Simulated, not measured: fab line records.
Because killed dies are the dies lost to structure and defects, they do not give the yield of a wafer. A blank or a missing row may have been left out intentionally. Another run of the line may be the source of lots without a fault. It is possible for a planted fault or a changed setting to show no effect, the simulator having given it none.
Matching of chambers / flow nand harc / NHARC_P_GATE_DESCUM_48 on rie diel-11 has 4 sister chambers
The step chemistry O2, time 3 s. 20 wafers are shown with their chamber, then 10 later ones without.

WAFERS WITH THEIR CHAMBER
wafer=L077.3; chamber=3; drypump motor current A (A)=5.73; showerhead plenum p Torr (Torr)=1.83; oes product au (a.u.)=1.000
wafer=L077.4; chamber=0; drypump motor current A (A)=5.43; showerhead plenum p Torr (Torr)=2.03; oes product au (a.u.)=0.996
wafer=L077.5; chamber=1; drypump motor current A (A)=6.41; showerhead plenum p Torr (Torr)=1.97; oes product au (a.u.)=0.994
wafer=L078.2; chamber=0; drypump motor current A (A)=5.45; showerhead plenum p Torr (Torr)=2.03; oes product au (a.u.)=0.999
wafer=L078.5; chamber=3; drypump motor current A (A)=5.74; showerhead plenum p Torr (Torr)=1.83; oes product au (a.u.)=1.004
wafer=L078.6; chamber=0; drypump motor current A (A)=5.42; showerhead plenum p Torr (Torr)=2.03; oes product au (a.u.)=0.995
wafer=L080.3; chamber=2; drypump motor current A (A)=5.49; showerhead plenum p Torr (Torr)=1.78; oes product au (a.u.)=1.005
wafer=L080.4; chamber=1; drypump motor current A (A)=6.42; showerhead plenum p Torr (Torr)=1.97; oes product au (a.u.)=0.989
wafer=L080.5; chamber=2; drypump motor current A (A)=5.49; showerhead plenum p Torr (Torr)=1.78; oes product au (a.u.)=1.001
wafer=L080.1; chamber=3; drypump motor current A (A)=5.74; showerhead plenum p Torr (Torr)=1.83; oes product au (a.u.)=1.001
wafer=L080.2; chamber=0; drypump motor current A (A)=5.48; showerhead plenum p Torr (Torr)=2.03; oes product au (a.u.)=0.995
wafer=L080.6; chamber=1; drypump motor current A (A)=6.41; showerhead plenum p Torr (Torr)=1.97; oes product au (a.u.)=0.983
wafer=L083.3; chamber=2; drypump motor current A (A)=5.49; showerhead plenum p Torr (Torr)=1.77; oes product au (a.u.)=1.008
wafer=L083.4; chamber=0; drypump motor current A (A)=5.46; showerhead plenum p Torr (Torr)=2.02; oes product au (a.u.)=0.996
wafer=L083.6; chamber=0; drypump motor current A (A)=5.45; showerhead plenum p Torr (Torr)=2.02; oes product au (a.u.)=1.002
wafer=L094.1; chamber=1; drypump motor current A (A)=6.42; showerhead plenum p Torr (Torr)=1.96; oes product au (a.u.)=0.997
wafer=L094.3; chamber=0; drypump motor current A (A)=5.49; showerhead plenum p Torr (Torr)=2.02; oes product au (a.u.)=0.999
wafer=L094.5; chamber=3; drypump motor current A (A)=5.77; showerhead plenum p Torr (Torr)=1.82; oes product au (a.u.)=1.007
wafer=L095.2; chamber=2; drypump motor current A (A)=5.53; showerhead plenum p Torr (Torr)=2.07; oes product au (a.u.)=1.003
wafer=L095.4; chamber=1; drypump motor current A (A)=6.40; showerhead plenum p Torr (Torr)=1.96; oes product au (a.u.)=0.982

SIGNATURES (averages over the wafers above)
reading=drypump motor current A; chamber 0=5.4543; chamber 1=6.4120; chamber 2=5.5000; chamber 3=5.7450; scatter within a chamber=0.0196
reading=showerhead plenum p Torr; chamber 0=2.0257; chamber 1=1.9660; chamber 2=1.8500; chamber 3=1.8275; scatter within a chamber=0.0637
reading=oes product au; chamber 0=0.99743; chamber 1=0.98900; chamber 2=1.00425; chamber 3=1.00300; scatter within a chamber=0.00413
Rule: for each reading, subtract the chamber's mean from the wafer's reading, divide by that reading's scatter and square the result; add these up over the readings and take the root, which gives the wafer's distance from the chamber. If the next closest chamber is less than 2 further off than the closest, the wafer can't be placed; otherwise it belongs to the closest. The scatter: take each reading less its chamber's mean, square it, sum over the shown wafers, divide by the number of wafers less the number of chambers, and take the root.

WAFERS WHOSE CHAMBER IS MISSING
wafer=L095.5; drypump motor current A (A)=5.73; showerhead plenum p Torr (Torr)=1.82; oes product au (a.u.)=1.003
wafer=L097.1; drypump motor current A (A)=6.42; showerhead plenum p Torr (Torr)=1.96; oes product au (a.u.)=0.994
wafer=L097.2; drypump motor current A (A)=5.53; showerhead plenum p Torr (Torr)=2.07; oes product au (a.u.)=1.001
wafer=L097.3; drypump motor current A (A)=5.73; showerhead plenum p Torr (Torr)=1.82; oes product au (a.u.)=1.001
wafer=L096.1; drypump motor current A (A)=6.40; showerhead plenum p Torr (Torr)=1.96; oes product au (a.u.)=0.995
wafer=L096.4; drypump motor current A (A)=5.46; showerhead plenum p Torr (Torr)=2.01; oes product au (a.u.)=1.013
wafer=L096.5; drypump motor current A (A)=6.42; showerhead plenum p Torr (Torr)=1.96; oes product au (a.u.)=0.989
wafer=L096.2; drypump motor current A (A)=5.72; showerhead plenum p Torr (Torr)=1.82; oes product au (a.u.)=0.992
wafer=L096.3; drypump motor current A (A)=5.50; showerhead plenum p Torr (Torr)=2.07; oes product au (a.u.)=1.005
wafer=L096.6; drypump motor current A (A)=5.52; showerhead plenum p Torr (Torr)=2.07; oes product au (a.u.)=1.000

WHICH CHAMBER EACH WENT THROUGH
wafer=L095.5; from the rows above=3; in truth=3
wafer=L097.1; from the rows above=1; in truth=1
wafer=L097.2; from the rows above=can't be placed: 2 or 0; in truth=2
wafer=L097.3; from the rows above=3; in truth=3
wafer=L096.1; from the rows above=1; in truth=1
wafer=L096.4; from the rows above=can't be placed: 0 or 2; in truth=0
wafer=L096.5; from the rows above=1; in truth=1
wafer=L096.2; from the rows above=3; in truth=3
wafer=L096.3; from the rows above=can't be placed: 0 or 2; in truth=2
wafer=L096.6; from the rows above=can't be placed: 0 or 2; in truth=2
Placed correctly: 6 of 10. From these rows, 4 cannot be placed; in 4 the true chamber is one of the candidates. Wrongly placed: 0.
